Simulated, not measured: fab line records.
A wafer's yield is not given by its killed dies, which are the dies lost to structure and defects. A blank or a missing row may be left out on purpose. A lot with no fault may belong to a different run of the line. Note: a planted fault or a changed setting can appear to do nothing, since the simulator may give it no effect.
A struck lot beside a sound one    flow n5-finfet    40 out of 1938 route steps
Sound: wafers L984.3, L984.5, L984.6. Struck: wafers L972.4, L972.5 (left out: L972.6, a lot-mate that was not struck); the cause follows at the end.
Per side, at each step with rows, come the tool, then ch with its chambers, and then its first start. Under that, the readings that differ: sound wafers    struck wafers    difference of the means    sigmas: that difference in standard deviations of wafers without a fault.
alike: a reading whose means differ by less than 2 such deviations, as well as words and numbers matching on both sides. not compared: withheld readings; readings where some wafer has no value; bounds like >300 that might hide an equal value; numbers whose values overlap and for which the record gives no deviation.
A row with sigmas, a row that says differs or no value, or rows on one side alone: a step with any of these is where the two part. Non-overlapping numbers with no deviation appear without sigmas and do not part them. Lack of a reading on every wafer of one side parts them only where that side has two or more wafers.

first, 10 steps without rows for these wafers: N5_HKMG_FIN_CMP_23 (polishes, stops on SiNx, t overpolish 10 s, target thk 46.326 nm); N5_HKMG_FIN_CMP_94 (polishes, stops on SiNx, t overpolish 4.7 s, target thk 43.299 nm); N5_GATE_CUT_ETCHBACK_00 (etches W in SF6/Cl2); N5_GATE_CUT_ETCH_56 (etches TiN in Cl2/Ar, target depth 21.6 nm); N5_GATE_CUT_ETCHBACK_30 (etches TiN in Cl2/Ar, target depth 3 nm); N5_GATE_CUT_VAPOR_ETCH_60 (etches HfO2 in BCl3/Cl2); N5_GATE_CUT_ETCH_58 (etches SiNx in CH3F/O2, target depth 17 nm, time 128.6 s); N5_GATE_CUT_STRIP_59 (strips in N2/H2, time 20 s); N5_GATE_CUT_PRECLEAN_31 (cleans in DIW, time 300 s); N5_GATE_CUT_SRD_32 (time 30 s).
N5_GATE_CUT_SAC_CAP_01: material SiNx, target thk 24 nm, pulse time 1 s, ald cycles 480.
  sound on ald-sin-03 ch 0,1,3, day 10 02:39; struck on ald-sin-03 ch 1, day 7 01:10
reading                                        sound         struck     difference  sigmas
ald-cycles                                     480 480 480   205 205    -275        
model.SiNx_of_GATE_CUT_SAC_CAP_01.thk-nm (nm)  24 24.4 24.2  10.4 10.2  -13.9       
  alike: heater-power-w, precursor-pulse-height-rel, susceptor-temp-C
then, 25 steps without rows for these wafers: N5_GATE_CUT_PECVD_57 (deposits SiNx from SiH4/NH3/N2, target thk 21 nm); N5_GATE_CUT_CMP_02 (polishes, stops on SiO2, t overpolish 12.7 s, target thk 0 nm); N5_GATE_CUT_HM_DEP_46 (deposits SiO2 from TEOS/O2, target thk 130 nm, time 26.6 s); N5_GATE_CUT_COAT_34 (time 60 s, resist thk 60 nm); N5_GATE_CUT_COAT_35 (time 60 s, resist thk 10 nm); N5_GATE_CUT_COAT_27 (time 60 s, resist thk 10 nm); N5_GATE_CUT_COAT_07 (resist thk 30 nm); N5_GATE_CUT_EBR_09; N5_GATE_CUT_SOFTBAKE_08 (time 60 s); N5_GATE_CUT_EXPOSE_10 (exposes mask GATE CUT, target cd 20 nm); N5_GATE_CUT_PEB_11 (peb time 60 s); N5_GATE_CUT_DEVELOP_12 (develop time 30 s); N5_GATE_CUT_DESCUM_18 (chemistry O2, time 7 s); N5_GATE_CUT_ETCH_28 (etches underlayer in N2/H2, target depth 13 nm, time 10.4 s); N5_GATE_CUT_ETCH_36 (etches SiARC in CF4, target depth 13 nm, time 21.7 s); N5_GATE_CUT_ETCH_37 (etches SOC in N2/H2, target depth 60 nm, overetch 12 nm, time 90 s); N5_GATE_CUT_STRIP_38 (strips in N2/H2); N5_GATE_CUT_STRIP_39 (strips in N2/H2); N5_GATE_CUT_HM_OPEN_40 (chemistry C4F6/O2, target SiO2, target depth 139 nm, time 85.1 s); N5_GATE_CUT_STRIP_41 (strips in CF4); N5_GATE_CUT_STRIP_42 (strips in O2); N5_GATE_CUT_ETCH_19 (etches SiNx in CH3F/O2, target depth 53.7 nm, time 76.7 s); N5_GATE_CUT_CUT_ETCH_53 (etches W in SF6/Cl2, target depth 79.2 nm); N5_GATE_CUT_CUT_ETCH_54 (etches TiN in Cl2/BCl3, target depth 96.7 nm); N5_GATE_CUT_CUT_ETCH_55 (etches HfO2 in BCl3, target depth 3.2 nm).
N5_MOL_CONTACT_COAG_CMP_28: polishes, stops on SiNx, t overpolish 0.85 s, target thk 14.522 nm.
  sound on cmp-03 ch 0,1, day 10 21:50; struck on cmp-04 ch 1,2, day 7 17:06
reading                                        sound       struck   difference  sigmas
model.SiNx_of_GATE_CUT_SAC_CAP_01.thk-nm (nm)  18 18.2 18  7.8 7.6  -10.4       
  alike: head-pressure-psi, motor-current-A, retaining-ring-pressure-frac, time-to-endpoint-s
N5_MOL_CONTACT_COAG_THK_MEAS_29:
  struck on film-metro-01, day 7 17:17; sound on film-metro-01, day 10 22:08
reading          sound              struck     difference  sigmas
MD_CAP_THK (nm)  17.94 18.16 18.09  7.69 7.63  -10.40      -99 or more
N5_MOL_CONTACT_COAG_ETCH_47: etches SiNx in CH3F/O2, stops on W, target depth 27 nm.
  sound on rie-diel-01 ch 0,3, day 11 00:01; struck on rie-diel-01 ch 2, day 7 19:47
reading                                       sound              struck       difference  sigmas
etch-rf-on-time-s (s)                         31.2 32.1 31.5     13.5 13.4    -18.2       -34
model.etch.t-clear-s (s)                      25.99 26.71 26.23  11.2 11.16   -15.1       
model.MOL_CONTACT_COAG.feature-depth-nm (nm)  18.6 18.8 18.8     8 8          -11         
model.etch.depth-nm (nm)                      17.94 18.17 18.09  7.707 7.651  -10.388     
  alike: drypump-motor-current-A, oes_ar_750_au, oes-product-au, rf-vpp-V, showerhead-plenum-p-Torr, throttle-valve-pct
  not compared: rf-hours-counter-h
-- a jump in the record: the struck wafers' starts before and after are 5 days apart (it breaks off in module MOL_CONTACT_COAG and resumes in module BEOL_M4, where the first step shown is number 1111 of the route) --
N5_BEOL_M4_RC_MEAS_101:
  sound on prober-02 ch 0, day 16 15:40; struck on prober-02 ch 0, day 13 06:49
reading        sound           struck     difference  sigmas
DIBL_N (mV/V)  38.1 37.7 40.0  28.1 37.7  -5.7        -2
ION_N (uA/um)  683 690 699     629 686    -33         -2
SS_N (mV/dec)  72.4 72.2 72.8  69.9 71.9  -1.6        -2
VT_N (mV)      245 245 242     261 246    +10         +2
  alike: DIBL_P, IOFF_N, IOFF_P, ION_P, SS_P, VT_P

## WHERE THEY PART
Last at N5_BEOL_M4_RC_MEAS_101 as far as this record goes, first at N5_MOL_CONTACT_COAG_THK_MEAS_29.

WHY: what had been put in by the simulator
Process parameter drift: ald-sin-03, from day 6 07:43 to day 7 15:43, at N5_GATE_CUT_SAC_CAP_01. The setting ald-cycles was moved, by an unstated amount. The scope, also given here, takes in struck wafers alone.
